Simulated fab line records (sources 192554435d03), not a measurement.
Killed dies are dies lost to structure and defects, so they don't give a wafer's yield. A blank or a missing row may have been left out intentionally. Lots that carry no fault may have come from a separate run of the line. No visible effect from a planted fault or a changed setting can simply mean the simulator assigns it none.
Struck lot and sound lot, side by side || flow n5-finfet || 16 steps out of a route of 1938
Sound: the wafers L395.2, L395.4, L395.6. The struck wafers were L399.1, L399.2, L399.6. The cause is given at the end.
For every step that has rows: the tool of each side, followed by ch and its chambers, followed by its first start. Under that, the readings that differ: sound wafers || struck wafers || difference of the means || sigmas: that difference in standard deviations of wafers without a fault.
alike: readings with means less than 2 such deviations apart, plus words and numbers identical on both sides. not compared: withheld readings, readings lacking a value on some wafer, bounds such as >300 that could conceal the same value, and numbers that have no deviation in the record and whose values overlap.
A row with sigmas, a row that says differs or no value, or rows on one side alone: a step with any of these is where the two part. Numbers that have no deviation but don't overlap get no sigmas and don't part them. A reading missing from all wafers of one side parts the sides only when that side holds two or more wafers.

first, 6 steps without rows for these wafers: N5_BEOL_M3_COAT_22 (resist thk 30 nm); N5_BEOL_M3_EBR_24; N5_BEOL_M3_SOFTBAKE_23 (time 60 s); N5_BEOL_M3_EXPOSE_25 (exposes mask V2, defocus 5 nm); N5_BEOL_M3_PEB_26 (peb time 60 s); N5_BEOL_M3_DEVELOP_27 (develop time 30 s).
N5_BEOL_M3_CD_MEAS_28: target cd 25.7 nm, target cd y 23.3 nm.
  sound on cd-sem-03 ch 0, day 8 13:25; struck on cd-sem-03 ch 0, day 9 02:16
  alike: cd-nm
N5_BEOL_M3_OVL_MEAS_29:
  sound on overlay-02 ch 0, day 8 13:28; struck on overlay-01 ch 0, day 9 02:17
{"reading": "V2_OVL (nm)", "sound": "0.8 1.5 1.2", "struck": "0.1 -0.8 -0.8", "difference": -1.7, "sigmas": -3}
N5_BEOL_M3_INSPECT_30: inspects for defects (brightfield).
  sound: defect-inspect-01 at day 8 13:31; struck: defect-inspect-02 at day 9 02:21
  alike: raw-defect-count
N5_BEOL_M3_DESCUM_33: chemistry O2, time 7 s.
  sound on rie-diel-04 ch 0,1,2, day 8 13:32; struck on rie-diel-02 ch 1,2, day 9 02:23
  alike: drypump-motor-current-A, oes-product-au, rf-vpp-V, showerhead-plenum-p-Torr, throttle-valve-pct
  not compared: rf-hours-counter-h
N5_BEOL_M3_ETCH_77: etches underlayer in N2/H2, target depth 6.5 nm, time 5.2 s.
  sound on rie-diel-04 ch 0,1,2, day 8 13:35; struck on rie-diel-02 ch 1,2, day 9 02:25
  alike: drypump-motor-current-A, etch-rf-on-time-s, oes-product-au, rf-vpp-V, showerhead-plenum-p-Torr, throttle-valve-pct
  not compared: rf-hours-counter-h
N5_BEOL_M3_ETCH_69: etches SiARC in CF4, target depth 15.6 nm, time 26 s.
  sound on rie-diel-04 ch 0,1,2, day 8 13:35; struck on rie-diel-02 ch 1,2, day 9 02:26
  alike: drypump-motor-current-A, etch-rf-on-time-s, oes-product-au, rf-vpp-V, showerhead-plenum-p-Torr, throttle-valve-pct
  not compared: rf-hours-counter-h
N5_BEOL_M3_ALD_98: deposits SiO2, target thk 2.5 nm, pulse time 1 s, co reactant pulse time 1 s.
  sound on ald-sin-01 ch 2,3, day 8 13:42; struck on ald-sin-02 ch 2,3, day 9 02:31
  no value came back on the struck wafers for ald-cycles, chamber-pressure-Torr (Torr), heater-power-w (W), precursor-pulse-height-rel; on the sound wafers ald-cycles reads 17 17 17
N5_BEOL_M3_ETCHBACK_99: etches SiO2 in CHF3, target depth 5 nm, time 10.4 s.
  sound on rie-diel-03 ch 1,2, day 8 19:55; struck on rie-diel-02 ch 0,1,3, day 9 03:14
  alike: drypump-motor-current-A, oes-product-au, rf-vpp-V, showerhead-plenum-p-Torr, throttle-valve-pct
  not compared: rf-hours-counter-h
N5_BEOL_M4_RC_MEAS_101:
  sound on prober-01 ch 0, day 9 14:41; struck on prober-02 ch 0, day 10 05:01
  alike: DIBL_N, DIBL_P, IOFF_N, IOFF_P, ION_N, ION_P, SS_N, SS_P, VT_N, VT_P
-- the record jumps here: 4 days lie between the struck wafers' starts before and after (it left off in module BEOL_M4 and takes up again in module PASSIVATION, whose first step shown is number 1936 of the route) --
N5_PASSIVATION_PROBE_49:
  sound: prober-02 at day 13 15:27; struck: prober-01 at day 14 05:29
  alike: defect-limited-yield, killed_at_M0_to_M3, killed_at_M4_up, killed-at-contacts, killed-at-front-end, killed-at-other, killed-dies, killed-on-rim, killed-open, killed-short, sort_bin_5_function, sort_bin_6_memory, sort-n-pass, sort-yield-pct

== WHERE THEY PART ==
At N5_BEOL_M3_OVL_MEAS_29 first; at N5_BEOL_M3_ALD_98 last (within this record only). Later steps at which nothing parts them and some readings are alike: N5_BEOL_M3_ETCHBACK_99, N5_BEOL_M4_RC_MEAS_101, N5_PASSIVATION_PROBE_49.

WHY: the cause the simulator had injected
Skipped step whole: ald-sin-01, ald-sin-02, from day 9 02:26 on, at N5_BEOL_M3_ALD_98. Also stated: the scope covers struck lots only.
